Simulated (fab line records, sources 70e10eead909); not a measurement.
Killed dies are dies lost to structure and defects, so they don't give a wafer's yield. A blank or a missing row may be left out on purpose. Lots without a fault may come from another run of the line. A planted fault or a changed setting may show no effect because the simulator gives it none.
Chamber matching | flow nand_harc | NHARC_A_CHANNEL_FILL_D2_ALD_02 on ald_hk-04: 4 sister chambers
The step deposits SiO2, target thk 6 nm, pulse time 10 s, ald cycles 60. 4 wafers are shown with their chamber, then 12 later ones without.

WAFERS WITH THEIR CHAMBER
wafer  | chamber | heater_power_w (W)
L086.4 | 2       | 455
L092.1 | 1       | 565
L092.2 | 0       | 464
L092.4 | 3       | 406

WAFERS WITHOUT THEIR CHAMBER
wafer  | heater_power_w (W)
L093.2 | 463
L093.3 | 405
L093.4 | 540
L095.1 | 552
L095.3 | 389
L095.4 | 476
L096.4 | 395
L096.5 | 463
L096.6 | 552
L097.1 | 405
L097.4 | 582
L097.6 | 408

WHICH CHAMBER EACH WENT THROUGH
wafer  | from the rows above     | in truth
L093.2 | can't be placed: 0 or 2 | 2
L093.3 | 3                       | 3
L093.4 | 1                       | 1
L095.1 | 1                       | 1
L095.3 | 3                       | 3
L095.4 | can't be placed: 0 or 2 | 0
L096.4 | 3                       | 3
L096.5 | can't be placed: 0 or 2 | 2
L096.6 | 1                       | 1
L097.1 | 3                       | 3
L097.4 | 1                       | 1
L097.6 | 3                       | 3
Placed correctly: 9 of 12. Can't be placed from these rows: 3 (the true chamber is among the candidates in 3). Placed wrongly: 0.
How it was worked out, from the rows above alone: a wafer's distance from a chamber is the root of the sum, over the readings, of the square of ((its reading less the chamber's mean) divided by the reading's scatter). The wafer belongs to the nearest chamber; if the next one is less than 2 further off, it can't be placed. A chamber's mean is the mean of its shown wafers. The scatter: with one shown wafer a chamber, the root of the mean of the squares of how far each hidden wafer lies from its nearest shown one.
